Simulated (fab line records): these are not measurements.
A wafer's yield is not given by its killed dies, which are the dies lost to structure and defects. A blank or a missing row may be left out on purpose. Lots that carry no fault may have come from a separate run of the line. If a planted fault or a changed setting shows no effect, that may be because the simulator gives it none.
Which of the tools did it?	flow n5-finfet	23 lots, 69 wafers sampled, at 5 steps of a route of 1938

## WHAT THE GAUGES READ, wafer by wafer
N5_BEOL_M2_CD_MEAS_35: target cd 18 nm, target cd y 22.2 nm.
lot	measured	on	cd-nm (nm)
L074	day 6 19:26	cd-sem-03	17.7 17.3 17.7
L075	day 7 02:11	cd-sem-03	18.3 18.4 18.1
L076	day 7 02:41	cd-sem-03	18.3 18.2 17.8
L078	day 7 07:10	cd-sem-02	18.7 18.6 17.8
L077	day 7 15:36	cd-sem-03	18.2 18.0 18.0
L080	day 8 13:50	cd-sem-02	17.2 17.7 17.5
L081	day 9 02:39	cd-sem-01	18.1 18.1 18.5
L082	day 9 02:44	cd-sem-02	17.6 17.9 18.0
L084	day 9 02:44	cd-sem-03	17.8 18.2 18.1
L083	day 9 03:13	cd-sem-03	17.7 18.1 17.9
L085	day 9 07:34	cd-sem-03	18.4 18.5 18.3
L086	day 9 09:40	cd-sem-01	17.7 17.7 18.2
L087	day 9 16:21	cd-sem-03	17.6 17.8 18.2
L088	day 10 20:59	cd-sem-01	18.1 18.2 17.6
L089	day 10 20:58	cd-sem-02	18.0 18.1 17.8
L090	day 11 02:29	cd-sem-03	18.0 17.5 18.0
L091	day 11 08:15	cd-sem-01	18.0 18.0 18.1
L092	day 11 11:19	cd-sem-01	18.3 18.1 17.5
L093	day 11 13:59	cd-sem-03	17.9 18.2 17.9
L095	day 11 23:11	cd-sem-03	17.8 18.5 17.7
L094	day 11 23:31	cd-sem-01	18.0 17.9 17.9
L097	day 12 17:47	cd-sem-01	18.0 17.2 17.7
L096	day 12 20:36	cd-sem-02	18.1 18.0 17.9

## TOOL THAT RAN EACH LOT (tool first, then ch and the chambers of the sampled wafers, then the start)
lot	N5_BEOL_M2_STRIP_19	N5_BEOL_M2_DESCUM_33	N5_BEOL_M2_STRIP_36	N5_BEOL_M2_TRENCH_ETCH_37
L074	rie-diel-06 ch 0,3, day 6 10:02	rie-diel-05 ch 0,1,2, day 6 10:32	rie-diel-05 ch 0,1,2, day 6 19:05	rie-diel-05 ch 0,1,2, day 6 19:26 or earlier
L075	rie-diel-06 ch 0,1,3, day 6 20:24	rie-diel-02 ch 0,1, day 6 21:02	rie-diel-02 ch 0,2,3, day 7 01:50	rie-diel-02 ch 0,2,3, day 7 02:11 or earlier
L076	rie-diel-02 ch 0,1,3, day 6 23:46	rie-diel-06 ch 0,1, day 7 00:16	rie-diel-05 ch 0,2,3, day 7 02:19	rie-diel-05 ch 0,2,3, day 7 02:41 or earlier
L078	rie-diel-06 ch 0,1,2, day 7 04:17	rie-diel-02 ch 0,2,3, day 7 04:55	rie-diel-02 ch 0,3, day 7 06:49	rie-diel-02 ch 0,3, day 7 07:10 or earlier
L077	rie-diel-06 ch 0,1,2, day 7 11:02	rie-diel-02 ch 2,3, day 7 11:33	rie-diel-06 ch 0,1,2, day 7 15:14	rie-diel-06 ch 0,1,2, day 7 15:36 or earlier
L080	rie-diel-06 ch 1,2, day 8 10:16	rie-diel-05 ch 2,3, day 8 10:58	rie-diel-06 ch 0,1, day 8 13:29	rie-diel-06 ch 0,1, day 8 13:50 or earlier
L081	rie-diel-06 ch 0,3, day 8 14:40	rie-diel-02 ch 0,1,3, day 8 15:19	rie-diel-02 ch 0,2,3, day 9 02:18	rie-diel-02 ch 0,2,3, day 9 02:39 or earlier
L082	rie-diel-06 ch 1,2,3, day 8 15:37	rie-diel-02 ch 1,3, day 8 16:16	rie-diel-05 ch 1,3, day 9 02:23	rie-diel-05 ch 1,3, day 9 02:44 or earlier
L084	rie-diel-06 ch 0,1,2, day 8 21:39	rie-diel-02 ch 0,2,3, day 8 22:28	rie-diel-06 ch 1,2,3, day 9 02:23	rie-diel-06 ch 1,2,3, day 9 02:44 or earlier
L083	rie-diel-02 ch 0,3, day 8 23:37	rie-diel-02 ch 0,2,3, day 9 00:20	rie-diel-02 ch 0,2, day 9 02:52	rie-diel-02 ch 0,2, day 9 03:13 or earlier
L085	rie-diel-05 ch 2,3, day 9 04:22	rie-diel-06 ch 0,1, day 9 05:01	rie-diel-02 ch 0,2, day 9 07:13	rie-diel-02 ch 0,2, day 9 07:34 or earlier
L086	rie-diel-05 ch 0,2,3, day 9 08:19	rie-diel-06 ch 0,2,3, day 9 08:52	rie-diel-05 ch 0,1,3, day 9 09:19	rie-diel-05 ch 0,1,3, day 9 09:40 or earlier
L087	rie-diel-06 ch 0,1, day 9 14:09	rie-diel-02 ch 0,1,2, day 9 14:47	rie-diel-05 ch 0,2,3, day 9 16:01	rie-diel-05 ch 0,2,3, day 9 16:21 or earlier
L088	rie-diel-02 ch 0,3, day 10 08:56	rie-diel-05 ch 1,2, day 10 09:35	rie-diel-06 ch 2,3, day 10 20:38	rie-diel-06 ch 2,3, day 10 20:59 or earlier
L089	rie-diel-05 ch 1,2, day 10 09:25	rie-diel-05 ch 1,3, day 10 10:13	rie-diel-05 ch 0,2, day 10 20:37	rie-diel-05 ch 0,2, day 10 20:58 or earlier
L090	rie-diel-06 ch 0,3, day 10 14:20	rie-diel-05 ch 0,1,3, day 10 14:55	rie-diel-02 ch 1,2, day 11 02:08	rie-diel-02 ch 1,2, day 11 02:29 or earlier
L091	rie-diel-06 ch 0,1, day 10 14:37	rie-diel-05 ch 0,2,3, day 10 15:07	rie-diel-02 ch 1,2,3, day 11 07:54	rie-diel-02 ch 1,2,3, day 11 08:15 or earlier
L092	rie-diel-06 ch 0,2,3, day 11 09:20	rie-diel-05 ch 2,3, day 11 09:52	rie-diel-02 ch 0,3, day 11 10:58	rie-diel-02 ch 0,3, day 11 11:19 or earlier
L093	rie-diel-05 ch 1,2, day 11 12:39	rie-diel-06 ch 2,3, day 11 13:10	rie-diel-06 ch 0,2, day 11 13:38	rie-diel-06 ch 0,2, day 11 13:59 or earlier
L095	rie-diel-05 ch 0,1,2, day 11 21:46	rie-diel-02 ch 0,1, day 11 22:22	rie-diel-06 ch 1,2,3, day 11 22:50	rie-diel-06 ch 1,2,3, day 11 23:11 or earlier
L094	rie-diel-05 ch 1,2, day 11 21:59	rie-diel-02 ch 0,2,3, day 11 22:36	rie-diel-05 ch 0,1,2, day 11 23:10	rie-diel-05 ch 0,1,2, day 11 23:31 or earlier
L097	rie-diel-06 ch 1,2,3, day 12 13:35	rie-diel-06 ch 1,2,3, day 12 14:05	rie-diel-02 ch 0,1,2, day 12 17:26	rie-diel-02 ch 0,1,2, day 12 17:47 or earlier
L096	rie-diel-06 ch 2,3, day 12 18:32	rie-diel-05 ch 0,1,2, day 12 19:04	rie-diel-05 ch 0,2, day 12 20:15	rie-diel-05 ch 0,2, day 12 20:36 or earlier
- N5_BEOL_M2_STRIP_19: strips in O2.
- N5_BEOL_M2_DESCUM_33: chemistry O2, time 7 s.
- N5_BEOL_M2_STRIP_36: strips in N2/H2.
- N5_BEOL_M2_TRENCH_ETCH_37: etches SiOC in C4F6/O2, target depth 55.555 nm, time 29.2 s.

## AS READ BY THE TOOLS THEMSELVES (means over the sampled wafers that have a number; for cases with no such wafer, the mark the record gives instead)
N5_BEOL_M2_STRIP_19.
lot	tool	drypump-motor-current-A (A)	oes-product-au (a.u.)	rf-vpp-V (V)	showerhead-plenum-p-Torr (Torr)	throttle-valve-pct (%)
L074	rie-diel-06	5.9	0.93	3.9	2.05	16.57
L075	rie-diel-06	6.0	0.84	3.6	2.06	16.70
L076	rie-diel-02	5.7	0.72	3.3	2.00	16.87
L078	rie-diel-06	5.9	0.91	3.8	2.07	16.52
L077	rie-diel-06	5.9	0.90	3.6	2.07	16.54
L080	rie-diel-06	6.0	0.82	3.3	2.08	16.68
L081	rie-diel-06	5.9	0.87	3.8	2.04	16.61
L082	rie-diel-06	6.0	0.82	3.4	2.06	16.63
L084	rie-diel-06	5.9	0.87	3.5	2.07	16.57
L083	rie-diel-02	6.0	0.71	3.8	1.99	17.08
L085	rie-diel-05	5.9	0.78	4.2	2.09	16.69
L086	rie-diel-05	5.9	0.82	3.9	2.08	16.59
L087	rie-diel-06	5.9	0.79	3.9	2.08	16.77
L088	rie-diel-02	6.0	0.70	3.7	1.99	17.01
L089	rie-diel-05	5.5	0.91	3.5	2.07	16.46
L090	rie-diel-06	6.1	0.79	3.7	2.02	16.71
L091	rie-diel-06	5.9	0.84	3.2	2.06	16.68
L092	rie-diel-06	5.9	0.85	3.4	2.04	16.55
L093	rie-diel-05	5.5	0.89	4.2	2.07	16.47
L095	rie-diel-05	5.6	0.86	3.6	2.06	16.52
L094	rie-diel-05	5.8	0.88	3.3	2.10	16.55
L097	rie-diel-06	6.0	0.78	3.7	2.04	16.69
L096	rie-diel-06	6.1	0.78	3.5	2.02	16.65

N5_BEOL_M2_DESCUM_33.
lot	tool	drypump-motor-current-A (A)	oes-product-au (a.u.)	rf-vpp-V (V)	showerhead-plenum-p-Torr (Torr)	throttle-valve-pct (%)
L074	rie-diel-05	5.6	0.85	243.0	2.07	20.35
L075	rie-diel-02	5.6	0.72	241.3	1.99	20.54
L076	rie-diel-06	5.8	0.90	243.8	2.07	20.40
L078	rie-diel-02	6.1	0.72	241.7	2.05	20.82
L077	rie-diel-02	6.1	0.73	243.0	2.05	20.89
L080	rie-diel-05	6.0	0.87	243.0	2.11	20.37
L081	rie-diel-02	5.7	0.71	241.3	1.99	20.64
L082	rie-diel-02	5.4	0.71	242.2	1.99	20.55
L084	rie-diel-02	6.1	0.72	242.3	2.05	20.83
L083	rie-diel-02	6.1	0.72	241.8	2.05	20.83
L085	rie-diel-06	5.9	0.79	243.2	2.07	20.53
L086	rie-diel-06	6.0	0.86	242.9	2.04	20.32
L087	rie-diel-02	5.7	0.72	242.0	2.05	20.65
L088	rie-diel-05	5.5	0.90	243.1	2.07	20.23
L089	rie-diel-05	5.5	0.77	243.1	2.05	20.33
L090	rie-diel-05	5.5	0.82	243.3	2.03	20.28
L091	rie-diel-05	5.9	0.81	243.1	2.07	20.36
L092	rie-diel-05	5.9	0.76	242.9	2.07	20.43
L093	rie-diel-06	6.0	0.85	241.5	2.03	20.25
L095	rie-diel-02	5.6	0.69	241.6	1.98	20.62
L094	rie-diel-02	6.1	0.70	242.1	2.04	20.87
L097	rie-diel-06	6.0	0.78	242.9	2.04	20.46
L096	rie-diel-05	5.7	0.85	243.0	2.06	20.31

N5_BEOL_M2_STRIP_36.
lot	tool	drypump-motor-current-A (A)	oes-product-au (a.u.)	power-w (W)	rf-vpp-V (V)	showerhead-plenum-p-Torr (Torr)	throttle-valve-pct (%)
L074	rie-diel-05	5.7	0.85	451.5	58.4	2.53	23.66
L075	rie-diel-02	6.1	0.73	449.5	58.3	2.49	24.02
L076	rie-diel-05	5.8	0.75	448.8	59.4	2.53	23.66
L078	rie-diel-02	6.0	0.71	449.6	57.1	2.42	23.97
L077	rie-diel-06	5.9	0.89	449.8	59.2	2.50	23.57
L080	rie-diel-06	5.9	0.80	449.8	58.5	2.52	23.97
L081	rie-diel-02	6.1	0.72	450.6	58.0	2.48	24.02
L082	rie-diel-05	5.3	0.86	450.8	59.2	2.50	23.60
L084	rie-diel-06	6.0	0.82	448.8	59.1	2.48	23.64
L083	rie-diel-02	6.1	0.73	449.3	58.5	2.55	23.98
L085	rie-diel-02	6.1	0.74	450.2	57.8	2.55	24.00
L086	rie-diel-05	5.5	0.83	450.9	58.6	2.49	23.56
L087	rie-diel-05	5.9	0.82	450.3	57.6	2.52	23.58
L088	rie-diel-06	6.0	0.85	449.7	58.7	2.46	23.29
L089	rie-diel-05	6.0	0.87	451.0	59.9	2.55	23.59
L090	rie-diel-02	5.8	0.71	450.9	57.8	2.55	23.91
L091	rie-diel-02	5.8	0.70	450.7	59.5	2.48	23.96
L092	rie-diel-02	6.0	0.69	450.5	57.7	2.40	24.01
L093	rie-diel-06	5.9	0.90	449.8	59.0	2.47	23.24
L095	rie-diel-06	6.0	0.78	451.0	59.8	2.47	23.69
L094	rie-diel-05	5.7	0.85	449.4	59.0	2.51	23.62
L097	rie-diel-02	5.7	0.70	451.3	59.1	2.47	23.89
L096	rie-diel-05	5.8	0.83	449.1	57.6	2.50	23.56

N5_BEOL_M2_TRENCH_ETCH_37.
lot	tool	O2_flow_sccm (sccm)	drypump-motor-current-A (A)	oes-product-au (a.u.)	rf-vpp-V (V)	showerhead-plenum-p-Torr (Torr)	throttle-valve-pct (%)
L074	rie-diel-05	9.992	5.6	0.84	665	2.83	20.84
L075	rie-diel-02	9.983	6.1	0.73	666	2.79	21.21
L076	rie-diel-05	9.996	5.9	0.76	661	2.84	20.94
L078	rie-diel-02	10.009	6.0	0.71	661	2.71	21.12
L077	rie-diel-06	9.994	5.9	0.90	668	2.81	20.71
L080	rie-diel-06	10.026	5.9	0.80	671	2.81	20.92
L081	rie-diel-02	9.999	6.1	0.72	665	2.79	21.24
L082	rie-diel-05	9.985	5.3	0.86	664	2.80	20.75
L084	rie-diel-06	10.022	6.0	0.81	667	2.79	20.82
L083	rie-diel-02	9.998	6.1	0.72	671	2.86	21.19
L085	rie-diel-02	10.005	6.1	0.73	671	2.86	21.19
L086	rie-diel-05	10.024	5.5	0.82	662	2.79	20.75
L087	rie-diel-05	10.001	5.9	0.82	659	2.83	20.85
L088	rie-diel-06	9.987	6.0	0.85	663	2.77	20.63
L089	rie-diel-05	10.005	6.0	0.87	663	2.85	20.84
L090	rie-diel-02	10.027	5.7	0.72	671	2.86	21.18
L091	rie-diel-02	10.003	5.8	0.70	667	2.79	21.23
L092	rie-diel-02	9.963	6.0	0.68	660	2.70	21.17
L093	rie-diel-06	10.003	5.9	0.89	666	2.78	20.56
L095	rie-diel-06	10.003	6.0	0.78	666	2.78	20.86
L094	rie-diel-05	9.997	5.6	0.85	665	2.81	20.77
L097	rie-diel-02	10.027	5.7	0.70	666	2.78	21.11
L096	rie-diel-05	9.995	5.9	0.83	662	2.80	20.79

## THE ANSWER, worked out from the rows above alone
Rule: the usual values come from the lots themselves. The widest of any qualifying gaps counts: lots, ordered by their means at a reading, are off when they make up no more than a third of the lots, leave a main group of 4 or more, and stand apart from it by 3 or more times the standard deviation of that group's means. If all means in a main group match to the digits the tables above print for the reading, that group is not used. A lot without any number at a reading at which 4 lots or more have one is off too. Any other lot the step has rows for is counted as sound. The gauges are gone through in route order, then the tools' own readings, and for those a lot's mean is taken as printed above. The first step at which some lot is off is used, and at that step the reading that is off furthest; a lot without a number counts as furthest.
None of the lots is off at any reading shown; this tells nothing.

## WHAT THE SIMULATOR HAD PUT IN
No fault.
